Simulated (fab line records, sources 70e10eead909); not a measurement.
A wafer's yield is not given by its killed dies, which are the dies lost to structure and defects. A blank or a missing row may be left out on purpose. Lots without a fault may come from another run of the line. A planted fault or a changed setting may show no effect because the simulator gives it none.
A lot that was struck, set against a sound lot    flow nand_harc    14 out of 1302 route steps
Sound: the wafers L276.2, L276.3, L276.5. The struck wafers were L263.1, L263.2, L263.4. At the end, the cause is stated.
At each step with rows: each side's tool, then ch and its chambers, then its first start. Under that, the readings that differ: sound wafers    struck wafers    difference of the means    sigmas: that difference in standard deviations of wafers without a fault.
alike: readings with means less than 2 such deviations apart, plus words and numbers identical on both sides. not compared: withheld readings, readings lacking a value on some wafer, bounds such as >300 that could conceal the same value, and numbers that have no deviation in the record and whose values overlap.
Wherever a step has rows on one side only, a row that says differs or no value, or a row with sigmas, the two part there. When numbers do not overlap yet have no deviation, they are printed without sigmas and do not part them. Lack of a reading on every wafer of one side parts them only where that side has two or more wafers.

NHARC_P_GATE_RTA_64: time 1 s.
  sound on rtp_anneal-02 ch 0, day 13 12:34; struck on rtp_anneal-01 ch 0, day 7 19:50
reading             sound           struck          difference  sigmas
lamp_power_pct (%)  37.8 37.9 37.9  33.0 33.1 33.1  -4.8        -2
  alike: wafer_temp_C_max
then, 1 step without rows for these wafers: NHARC_P_GATE_ETCH_77 (etches SiO2 in dHF, target depth 6 nm).
NHARC_P_GATE_DEGAS_109: time 60 s.
  struck on pvd_sputter-03, day 7 20:11; sound on pvd_sputter-01, day 13 12:50
  alike: heater_power_w
then, 3 steps without rows for these wafers: NHARC_P_GATE_PRE_CLEAN_110 (time 30 s); NHARC_P_GATE_SPUTTER_78 (material Ni, target thk 10 nm); NHARC_P_GATE_SPUTTER_79 (material TiN, target thk 10 nm).
NHARC_P_GATE_RTA_80: time 30 s.
  sound on rtp_anneal-01 ch 0, day 13 13:10; struck on rtp_anneal-02 ch 0, day 7 20:28
  alike: wafer_temp_C_max
then, 1 step without rows for these wafers: NHARC_P_GATE_STRIP_67 (strips in SPM, time 600 s).
NHARC_P_GATE_RTA_82: time 30 s.
  sound on rtp_anneal-01 ch 0, day 13 13:37; struck on rtp_anneal-02 ch 0, day 7 20:56
reading             sound           struck          difference  sigmas
lamp_power_pct (%)  3.87 3.87 3.86  4.44 4.43 4.43  +0.57       +2
  alike: wafer_temp_C_max
NHARC_P_GATE_INSPECT_68:
  struck on defect_inspect-02, day 7 21:08; sound on defect_inspect-01, day 13 13:47
  alike: raw_defect_count
then, 1 step without rows for these wafers: NHARC_P_CONTACT_DEP_30 (deposits SiNx, target thk 30 nm).
NHARC_P_CONTACT_DEP_00: deposits SiO2, target thk 500 nm.
  sound on pecvd-03 ch 0,2; struck on pecvd-04 ch 0,2, day 7 21:33
  alike: heater_power_w, showerhead_vpp_V, throttle_valve_pct
NHARC_P_CONTACT_CMP_01: polishes SiO2, target thk 200 nm.
  sound on cmp-01 ch 0,3, day 13 14:34; struck on cmp-04 ch 0,2,3, day 7 22:11
  no value came back on the struck wafers for edge_zone_pressure_frac, motor_current_A (A); on the sound wafers edge_zone_pressure_frac reads 0.999 0.991 0.995
NHARC_END_SORT_01:
  the record has rows for the sound wafers here (prober-02 ch 0, day 31 23:23) and none for the struck ones

== WHERE THEY PART ==
Earliest at NHARC_P_GATE_RTA_64; latest, in this record, at NHARC_END_SORT_01.

WHY: the cause the simulator had injected
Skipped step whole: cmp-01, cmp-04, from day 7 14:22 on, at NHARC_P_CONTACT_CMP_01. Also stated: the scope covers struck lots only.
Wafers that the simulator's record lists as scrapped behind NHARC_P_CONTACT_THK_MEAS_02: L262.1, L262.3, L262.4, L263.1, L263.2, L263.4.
